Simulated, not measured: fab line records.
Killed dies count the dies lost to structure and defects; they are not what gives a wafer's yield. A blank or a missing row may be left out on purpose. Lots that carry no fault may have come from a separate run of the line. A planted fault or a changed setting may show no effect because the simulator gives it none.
fab line records	flow n5_finfet
[record] lots = 7	wafers = 39
route steps=1938 shown SD_EPI_N@288 SD_ACTIVATION@330
start_h: the number of hours between the record's first day and the start of the first shown wafer of the lot	wait_h: hours since the lot's step before	" as in the row above	L1.1+2: a single row standing in for several wafers	- value missing, or start not given	* or withheld: withheld	< > ~ a bound
route shown NAME@n: names a module that has steps shown in the file, with the first one's number in the route	usual: average and standard deviation across the fault-free wafers	same: alike in all rows	chamber/n: place in a boat	sites: per-site readings	_std_site: the values' standard deviation	_edge_site: mean of outer sites minus mean of inner sites	radius_mm: how far each site lies from the wafer's centre	mask NAME#n: copy n	behind: the most recent tool/chamber to have shaped the wafer	hold: the reason the lot was held/the length of the hold in hours/how it ended	device: which transistor (n, p or np) failed to switch	end of line: tests of these same wafers at the route's end	a step without rows: its recipe alone	killed: dies lost to structure and defects at the first sort, not the wafer's yield	map: dies across one wafer; x = killed, . = not, _ = none there
set.NAME: the setting the step ran with; set.NAME@STEP: the setting that earlier step ran with	model.NAME: the simulator's own value behind a step, which no gauge read
one table per step and one row per wafer, for lots whose settings were changed on purpose
[[steps]]
[step N5_SD_EPI_N_EPI_21]
[recipe] material = Si:P	dopant = P	temp_c = 680	pressure_torr = 255	time_s = 690
lot.wafer	tool	chamber	start_h	wait_h	set.epi_growth_time_s	model.Si-P_of_SD_EPI_N_EPI_21.thk_nm
L078.1	epi_rpcvd-04	0	75.31	0.1	690	59.4
L078.2	"	0	"	"	690	58.4
L078.3	"	0	"	"	690	59.2
L078.4	"	0	"	"	690	58.6
L078.5	"	0	"	"	690	58.8
L078.6	"	0	"	"	690	59
L080.1	epi_rpcvd-04	0	87.08	0.1	744.1	61.2
L080.2	"	0	"	"	744.1	62.2
L080.3	"	0	"	"	690	59.2
L080.4	"	0	"	"	744.1	62.6
L080.5	"	0	"	"	690	58.4
L080.6	"	0	"	"	690	58.8
L085.1	epi_rpcvd-03	0	117.44	0.1	647.6	57.2
L085.2	"	0	"	"	690	59.4
L085.3+5	"	0	"	"	647.6	57.4
L085.4	"	0	"	"	690	58.8
L085.6	"	0	"	"	690	59.8
L086.1	epi_rpcvd-03	0	121.98	0.1	736.2	59.6
L086.2	"	0	"	"	690	59
L086.3	"	0	"	"	690	57.2
L086.4	"	0	"	"	690	58.2
L086.5	"	0	"	"	736.2	60.4
L086.6	"	0	"	"	736.2	61.2
L088.2+5	epi_rpcvd-02	0	132.67	0.4	690	58.8
L088.3	"	0	"	"	690	58.4
L091.1	epi_rpcvd-03	0	151.28	0.1	641.7	55.8
L091.2	"	0	"	"	641.7	56.4
L091.3+5	"	0	"	"	690	59.2
L091.4	"	0	"	"	641.7	56.8
L091.6	"	0	"	"	690	58.8
L093.1	epi_rpcvd-03	0	168.75	0.1	690	58.4
L093.2+3	"	0	"	"	690	57.6
L093.4+5	"	0	"	"	690	58
L093.6	"	0	"	"	690	58.2
[step N5_SD_EPI_N_PRECLEAN_24]
[recipe] chemistry = O3/DIW	time_s = 60	temp_c = 22	o3_ppm = 10
[step N5_SD_ACTIVATION_RTA_00]
[recipe] temp_c = 975	time_s = 0	ambient = N2	idle_temp_c = 600	ramp_up_c_per_s = 150	ramp_down_c_per_s = 60	cool_to_c = 600
[step N5_SD_ACTIVATION_LSA_01]
[recipe] temp_c = 1080	time_s = 0.0008	ambient = N2
[step N5_SD_ACTIVATION_RS_MEAS_03]
[recipe] thk_meas_gauge = four-point-probe
[usual] RS_SD_N = 22.0/0.3	RS_SD_P = 56.1/0.75
lot.wafer	tool	chamber	start_h	wait_h	set.epi_growth_time_s@SD_EPI_N_EPI_21	RS_SD_N[ohm/sq]	RS_SD_P[ohm/sq]
L078.1	film_metro-02	-	82.22	0.2	690	21.8	57.2
L078.2	"	-	"	"	690	22.3	56.7
L078.3	"	-	"	"	690	21.9	57.0
L078.4	"	-	"	"	690	22.1	56.6
L078.5	"	-	"	"	690	22.1	57.5
L078.6	"	-	"	"	690	21.8	57.0
L080.1	film_metro-02	-	94.12	0.2	744.1	21.3	57.0
L080.2	"	-	"	"	744.1	20.9	57.3
L080.3	"	-	"	"	690	22.1	56.9
L080.4	"	-	"	"	744.1	20.7	56.4
L080.5	"	-	"	"	690	22.1	56.8
L080.6	"	-	"	"	690	21.9	56.6
L085.1	film_metro-02	-	124.60	0.2	647.6	22.6	56.3
L085.2	"	-	"	"	690	21.8	56.2
L085.3	"	-	"	"	647.6	22.7	56.8
L085.4	"	-	"	"	690	22.0	56.2
L085.5	"	-	"	"	647.6	22.5	57.0
L085.6	"	-	"	"	690	21.8	56.7
L086.1	film_metro-02	-	129.76	0.2	736.2	21.7	55.9
L086.2	"	-	"	"	690	21.9	56.3
L086.3	"	-	"	"	690	22.7	56.4
L086.4	"	-	"	"	690	22.0	55.0
L086.5	"	-	"	"	736.2	21.4	55.8
L086.6	"	-	"	"	736.2	21.0	54.4
L088.2	film_metro-01	-	139.26	0.2	690	21.9	55.2
L088.3	"	-	"	"	690	22.1	56.4
L088.5	"	-	"	"	690	21.9	55.0
L091.1	film_metro-01	-	159.41	0.2	641.7	23.0	56.8
L091.2	"	-	"	"	641.7	22.8	56.4
L091.3	"	-	"	"	690	21.5	56.4
L091.4	"	-	"	"	641.7	22.7	56.5
L091.5	"	-	"	"	690	21.8	56.1
L091.6	"	-	"	"	690	21.8	56.1
L093.1	film_metro-02	-	175.75	0.2	690	22.3	55.6
L093.2	"	-	"	"	690	22.2	55.9
L093.3	"	-	"	"	690	22.5	54.4
L093.4	"	-	"	"	690	22.2	55.0
L093.5	"	-	"	"	690	22.4	55.4
L093.6	"	-	"	"	690	22.2	54.8
[[key]]
[split] step = N5_SD_EPI_N_EPI_21	setting = epi_growth_time_s	stated = 690	by = wafer
[response] step = N5_SD_EPI_N_EPI_21	reading = model.Si-P_of_SD_EPI_N_EPI_21.thk_nm	change = +0.371	per = 1%	r = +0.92
[response] step = N5_SD_ACTIVATION_RS_MEAS_03	reading = RS_SD_N	change = -0.138	per = 1%	r = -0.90
